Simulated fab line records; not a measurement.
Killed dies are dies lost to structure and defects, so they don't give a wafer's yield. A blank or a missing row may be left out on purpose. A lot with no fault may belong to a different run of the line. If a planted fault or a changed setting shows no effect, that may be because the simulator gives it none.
Which tool was responsible? -- flow n5 finfet -- Sampling: 11 lots, 33 wafers, 5 of 1938 route steps

WHAT THE GAUGES READ, wafer by wafer
N5_BEOL_M4_RC_MEAS_101.
lot,measured,on,DIBL_N (mV/V)
L593,day 8 10:10,prober-01,33.5 36.6 33.2
L594,day 7 20:03,prober-01,34.9 34.5 37.4
L596,day 8 13:14,prober-02,36.0 34.5 36.4
L597,day 9 03:16,prober-02,36.6 35.1 37.3
L599,day 9 12:04,prober-01,37.1 35.5 35.7
L600,day 9 18:33,prober-01,36.1 34.1 37.8
L601,day 9 18:21,prober-02,36.2 35.3 37.7
L603,day 10 10:15,prober-02,37.5 35.7 38.2
L608,day 12 01:44,prober-01,37.8 36.9 35.8
L613,day 13 01:34,prober-02,36.3 35.6 35.4
L615,day 13 16:08,prober-01,36.3 38.2 37.6

WHAT TOOL EACH LOT RAN ON (gives the tool, then ch and the chambers of the sampled wafers, and finally the start)
lot,N5_STI_FIN_REVEAL_RECESS_09,N5_BEOL_M4_ANNEAL_49,N5_BEOL_M4_ANNEAL_87,N5_BEOL_M4_ANNEAL_95
L593,"vapor etch-01 ch 0,1, day 2 09:44","pvd sputter-01, day 8 07:13","pvd sputter-01, day 8 07:53","pvd sputter-01, day 8 08:46"
L594,"vapor etch-02 ch 0,1, day 2 17:20","pvd sputter-02, day 7 16:14","pvd sputter-02, day 7 16:53","pvd sputter-02, day 7 17:46"
L596,"vapor etch-01 ch 0,1, day 3 04:34","pvd sputter-03, day 8 10:28","pvd sputter-03, day 8 11:07","pvd sputter-03, day 8 12:00"
L597,"vapor etch-01 ch 0,1, day 3 13:26","pvd sputter-02, day 9 00:29","pvd sputter-02, day 9 01:08","pvd sputter-02, day 9 02:01"
L599,"vapor etch-01 ch 0,1, day 3 22:38","pvd sputter-03, day 9 08:59","pvd sputter-03, day 9 09:39","pvd sputter-03, day 9 10:32"
L600,"vapor etch-02 ch 0,1, day 4 04:44","pvd sputter-02, day 9 15:28","pvd sputter-02, day 9 16:07","pvd sputter-02, day 9 17:00"
L601,"vapor etch-01 ch 0,1, day 4 09:38","pvd sputter-03, day 9 15:19","pvd sputter-03, day 9 15:59","pvd sputter-03, day 9 16:52"
L603,"vapor etch-01 ch 0,1, day 4 21:58","pvd sputter-01, day 10 07:28","pvd sputter-01, day 10 08:08","pvd sputter-01, day 10 09:01"
L608,"vapor etch-02 ch 0,1, day 6 04:20","pvd sputter-03, day 11 22:50","pvd sputter-03, day 11 23:29","pvd sputter-03, day 12 00:22"
L613,"vapor etch-02 ch 1, day 7 10:14","pvd sputter-03, day 12 22:45","pvd sputter-03, day 12 23:25","pvd sputter-03, day 13 00:17"
L615,"vapor etch-02 ch 0,1, day 7 22:16","pvd sputter-01, day 13 12:46","pvd sputter-01, day 13 13:26","pvd sputter-01, day 13 14:19"
- N5_STI_FIN_REVEAL_RECESS_09: chemistry HF/NH3, target SiO2, afs cycles 11, target depth 42.5 nm, sublimation time 60 s.
- N5_BEOL_M4_ANNEAL_49: time 240 s.
- N5_BEOL_M4_ANNEAL_87: time 240 s.
- N5_BEOL_M4_ANNEAL_95: time 240 s.

THE ANSWER, worked out from the rows above alone
Rule: usual is defined by the lots themselves. The widest of any qualifying gaps counts: lots, ordered by their means at a reading, are off when they make up no more than a third of the lots, leave a main group of 4 or more, and stand apart from it by 3 or more times the standard deviation of that group's means. The tables above print the reading to a certain number of digits; a main group whose means all agree to those digits is not used. Also off: a lot with no number at a reading for which 4 or more lots have one. The other lots that the step has rows for count as sound.
Nothing can be told from this: no lot is off at any reading shown.

WHAT THE SIMULATOR HAD PUT IN
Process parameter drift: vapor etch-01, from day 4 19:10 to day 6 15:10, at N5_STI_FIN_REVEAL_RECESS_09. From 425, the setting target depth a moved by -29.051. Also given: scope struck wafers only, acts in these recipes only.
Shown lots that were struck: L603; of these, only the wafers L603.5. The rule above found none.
